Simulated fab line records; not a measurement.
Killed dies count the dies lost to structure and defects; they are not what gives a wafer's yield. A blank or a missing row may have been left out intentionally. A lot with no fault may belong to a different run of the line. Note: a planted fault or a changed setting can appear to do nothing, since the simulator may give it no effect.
Which tool was responsible? | flow nandHarc | 6 lots with 18 wafers sampled at 5 steps, on a route of 1302 steps

## WHAT THE GAUGES READ, wafer by wafer
NHARC_END_SORT_01.
lot  | measured     | on        | killedAtOther
L541 | day 26 06:37 | prober-01 | 0 1 0
L550 | day 30 18:16 | prober-02 | 0 0 0

## WHAT TOOL EACH LOT RAN ON (gives the tool, then ch and the chambers of the sampled wafers, and finally the start)
lot  | NHARC_P_GATE_STRIP_95               | NHARC_P_CONTACT_ETCH_31           | NHARC_P_CONTACT_STRIP_28          | NHARC_P_CONTACT_PVD_32
L538 | plasmaAsher-01 ch 0,1, day 7 12:37  | rieDiel-03 ch 0,1,2, day 7 17:00  | rieDiel-04 ch 0,2, day 7 17:11    | pvdSputter-01, no start
L541 | plasmaAsher-02 ch 1, day 8 10:08    | rieDiel-03 ch 2,3, day 8 14:29    | rieDiel-03 ch 0,1,2, day 8 14:43  | pvdSputter-01, day 26 06:37 or earlier
L545 | plasmaAsher-02 ch 0,1, day 10 05:47 | rieDiel-03 ch 0,2,3, day 10 10:10 | rieDiel-02 ch 0,1,3, day 10 10:23 | pvdSputter-03, no start
L548 | plasmaAsher-01 ch 0,1, day 11 22:05 | rieDiel-03 ch 0,3, day 12 02:20   | rieDiel-02 ch 0,1,3, day 12 02:35 | pvdSputter-03, no start
L550 | plasmaAsher-02 ch 0,1, day 12 11:56 | rieDiel-03 ch 1,2, day 12 16:30   | rieDiel-04 ch 2,3, day 12 16:42   | pvdSputter-02, day 30 18:16 or earlier
L557 | plasmaAsher-02 ch 0,1, day 15 02:14 | rieDiel-04 ch 0,2,3, day 15 06:35 | rieDiel-03 ch 1,2,3, day 15 06:47 | pvdSputter-02, no start
- NHARC_P_GATE_STRIP_95: strips in O2.
- NHARC_P_CONTACT_ETCH_31: etches the open film in CH3F/O2, target depth 30 nm, time 85.7 s.
- NHARC_P_CONTACT_STRIP_28: strips in O2.
- NHARC_P_CONTACT_PVD_32: deposits Ti, target thk 5 nm, time 17.7 s.

## THE ANSWER, worked out from the rows above alone
Rule: the lots themselves supply what counts as usual. The widest of any qualifying gaps counts: lots, ordered by their means at a reading, are off when they make up no more than a third of the lots, leave a main group of 4 or more, and stand apart from it by 3 or more times the standard deviation of that group's means. A main group whose means are all the same, to the digits that the tables above print for the reading, isn't used. A lot without any number at a reading at which 4 lots or more have one is off too. The other lots that the step has rows for count as sound.
No lot is off on any of the readings shown, so nothing can be concluded from this.

## WHAT THE SIMULATOR HAD PUT IN
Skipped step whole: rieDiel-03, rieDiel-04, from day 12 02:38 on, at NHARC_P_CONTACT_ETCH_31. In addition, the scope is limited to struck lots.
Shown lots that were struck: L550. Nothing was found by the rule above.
